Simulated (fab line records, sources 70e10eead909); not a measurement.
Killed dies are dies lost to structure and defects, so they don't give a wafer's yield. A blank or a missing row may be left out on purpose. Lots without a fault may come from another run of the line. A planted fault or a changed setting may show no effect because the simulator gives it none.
Chamber matching | flow nand_harc | NHARC_A_BLC_ALD_23 on ald_metal-04: 4 sister chambers
The step deposits TiN, target thk 3 nm, pulse time 1 s, ald cycles 150. 8 wafers are shown with their chamber, then 6 later ones without.

WAFERS WITH THEIR CHAMBER
wafer  | chamber | heater_power_w (W) | precursor_pulse_height_rel
L468.3 | 1       | 971                | 0.973
L468.5 | 0       | 1173               | 1.000
L476.1 | 2       | 1044               | 0.989
L476.5 | 1       | 957                | 1.004
L476.6 | 2       | 1047               | 1.010
L478.3 | 3       | 1019               | 0.998
L478.4 | 0       | 1238               | 0.991
L478.6 | 3       | 1026               | 0.997

WAFERS WITHOUT THEIR CHAMBER
wafer  | heater_power_w (W) | precursor_pulse_height_rel
L480.2 | 1030               | 1.012
L480.4 | 1217               | 1.026
L480.5 | 1193               | 1.005
L481.1 | 1053               | 0.989
L481.3 | 1026               | 1.002
L481.6 | 1229               | 0.997

WHICH CHAMBER EACH WENT THROUGH
wafer  | from the rows above     | in truth
L480.2 | can't be placed: 3 or 2 | 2
L480.4 | 0                       | 0
L480.5 | 0                       | 0
L481.1 | can't be placed: 2 or 3 | 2
L481.3 | can't be placed: 3 or 2 | 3
L481.6 | 0                       | 0
Placed correctly: 3 of 6. Can't be placed from these rows: 3 (the true chamber is among the candidates in 3). Placed wrongly: 0.
How it was worked out, from the rows above alone: a wafer's distance from a chamber is the root of the sum, over the readings, of the square of ((its reading less the chamber's mean) divided by the reading's scatter). The wafer belongs to the nearest chamber; if the next one is less than 2 further off, it can't be placed. A chamber's mean is the mean of its shown wafers. The scatter: the root of (the sum of the squares of (reading less its chamber's mean) over the shown wafers, divided by (wafers less chambers)).
